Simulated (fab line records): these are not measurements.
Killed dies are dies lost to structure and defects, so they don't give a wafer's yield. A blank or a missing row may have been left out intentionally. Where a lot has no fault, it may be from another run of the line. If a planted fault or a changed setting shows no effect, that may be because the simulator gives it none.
A single fault, viewed from 3 desks | flow n5Finfet | each desk has only its own numbers; what lay behind them comes last

TOOL OWNER'S DESK, rieSi-05
The tool's own readings at N5_SD_EPI_P_SD_RECESS_17 (chemistry HBr/Cl2/O2, target depth 39.1 nm, bt time 3 s): means of the sampled wafers that have a number, for each lot that ran on this tool. A lot is out of limits, marked OUT, if its mean lies more than 4 standard deviations from the usual mean; the brackets give that distance.
Columns: A = chamberPressureMTorr at N5_SD_EPI_P_SD_RECESS_17, usual 9.999 mTorr; B = drypumpMotorCurrentA at N5_SD_EPI_P_SD_RECESS_17, usual 5.7 A; C = oesProductAu at N5_SD_EPI_P_SD_RECESS_17, usual 0.990 a.u.; D = throttleValvePct at N5_SD_EPI_P_SD_RECESS_17, usual 37.0 %
lot  | first seen here | A      | B   | C     | D
L595 | day 3 10:47     | 9.995  | 5.6 | 0.997 | 37.3
L602 | day 5 00:28     | 10.001 | 5.3 | 0.988 | 36.8
L605 | day 5 20:08     | 10.003 | 5.1 | 0.973 | 36.8
Result from this desk: across the 3 lots, nothing is out of limits.

METROLOGY DESK
What the gauges read for every lot (on any tool): the sampled wafers with a number, averaged. A lot is out of limits, marked OUT, if its mean lies more than 4 standard deviations from the usual mean; the brackets give that distance.
Columns: A = cdNm at N5_SD_EPI_P_CD_MEAS_09, usual 240.0 nm; B = SD_P_BLK_OVL at N5_SD_EPI_P_OVL_MEAS_10, usual 0.1 nm
lot  | first seen here | A     | B
L595 | day 3 10:00     | 239.4 | -0.3
L596 | day 3 10:19     | 240.0 | -0.2
L602 | day 4 23:41     | 239.6 | 0.6
L605 | day 5 18:59     | 240.2 | 0.5
L616 | day 8 16:14     | 240.9 | 0.0
L617 | day 8 21:02     | 239.3 | 0.3
Result from this desk: across the 6 lots, nothing is out of limits.

THE DEFECT DESK
Counts from the inspections along the route, per lot, as means over the sampled wafers that have a number. A lot is out of limits, marked OUT, if its mean lies more than 4 standard deviations from the usual mean; the brackets give that distance.
Columns: A = rawDefectCount at N5_SD_EPI_P_INSPECT_11, usual 2.1
lot  | first seen here | A
L595 | day 3 10:04     | 2.3
L596 | day 3 10:22     | 1.3
L602 | day 4 23:45     | 1.5
L605 | day 5 19:03     | 1.7
L616 | day 8 16:17     | 2.7
L617 | day 8 21:05     | 2.7
Result from this desk: across the 6 lots, nothing is out of limits.

PUT TOGETHER
The tool owner's desk saw nothing out of limits.
Metrology desk: nothing out of limits seen.
Nothing the defect desk looked at was out of limits.

WHAT THE SIMULATOR HAD PUT IN
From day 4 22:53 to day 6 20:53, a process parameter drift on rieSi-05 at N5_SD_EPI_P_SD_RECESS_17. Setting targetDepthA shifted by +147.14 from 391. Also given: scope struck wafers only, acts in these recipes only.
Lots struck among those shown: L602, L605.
